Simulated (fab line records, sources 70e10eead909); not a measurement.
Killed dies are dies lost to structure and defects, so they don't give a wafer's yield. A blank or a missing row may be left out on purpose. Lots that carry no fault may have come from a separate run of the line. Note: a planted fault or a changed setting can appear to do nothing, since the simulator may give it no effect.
A struck lot beside a sound one -- flow nandHarc -- 14 steps out of a route of 1302
Sound: these wafers, L505.4, L505.5, L505.6. Struck: wafers L506.1, L506.3, L506.5. At the end, the cause is stated.
Each step with rows lists, per side, the tool, then ch with its chambers, then its first start. Under that, the readings that differ: sound wafers -- struck wafers -- difference of the means -- sigmas: that difference in standard deviations of wafers without a fault.
alike: a reading whose means differ by less than 2 such deviations, as well as words and numbers matching on both sides. not compared: withheld readings; readings where some wafer has no value; bounds like >300 that might hide an equal value; numbers whose values overlap and for which the record gives no deviation.
Wherever a step has rows on one side only, a row that says differs or no value, or a row with sigmas, the two part there. Numbers that have no deviation but don't overlap get no sigmas and don't part them. A reading missing from all wafers of one side parts the sides only when that side holds two or more wafers.

NHARC_P_GATE_CD_MEAS_59: target cd 720 nm.
  sound on cdSem-03 ch 0, day 7 05:48; struck on cdSem-03 ch 0, day 7 23:40
  alike: cdNm
then, 1 step without rows for these wafers: NHARC_P_GATE_HARDBAKE_60 (time 80 s).
NHARC_P_GATE_DESCUM_61: chemistry O2, time 3 s.
  sound on rieDiel-13 ch 0,1, day 7 05:57; struck on rieDiel-09 ch 1,3, day 7 23:50
  alike: drypumpMotorCurrentA, oesProductAu, rfVppV, showerheadPlenumPTorr, throttleValvePct
  not compared: rfHoursCounterH
following that, these wafers have no rows for 1 step: NHARC_P_GATE_IMPLANT_62.
NHARC_P_GATE_STRIP_112: strips in N2/H2, time 200 s.
  sound on plasmaAsher-01 ch 0,1, day 7 06:24; struck on plasmaAsher-02 ch 0,1, day 8 00:21
  alike: drypumpMotorCurrentA, heaterPowerW
  not compared: rfHoursCounterH
NHARC_P_GATE_STRIP_76: strips in O2.
  sound on plasmaAsher-01 ch 0,1, day 7 06:36; struck on plasmaAsher-02 ch 0,1, day 8 00:35
  alike: drypumpMotorCurrentA, heaterPowerW
  not compared: rfHoursCounterH
then, 6 steps without rows for these wafers: NHARC_P_GATE_STRIP_63 (strips in SPM, time 900 s); NHARC_P_GATE_DEHYDRATE_83 (time 120 s); NHARC_P_GATE_HMDS_84 (time 30 s); NHARC_P_GATE_COAT_85; NHARC_P_GATE_SOFTBAKE_86 (time 95 s); NHARC_P_GATE_EBR_87.
NHARC_P_GATE_EXPOSE_88: exposes mask P HVN, target cd 2000 nm.
  sound on krfScanner-03 ch 0, day 7 07:14; struck on krfScanner-03 ch 0, day 8 01:13
reading,sound,struck,difference,sigmas
model.P_GATE.overlayXNm (nm),-5.388 -5.388 -5.388,113.2 113.2 113.2,+118.6,
  alike: mask, stageVelMmS
then, 1 step without rows for these wafers: NHARC_P_GATE_PEB_89 (peb time 85 s).

WHERE THEY PART
Nowhere in this record.

WHY: the cause the simulator had injected
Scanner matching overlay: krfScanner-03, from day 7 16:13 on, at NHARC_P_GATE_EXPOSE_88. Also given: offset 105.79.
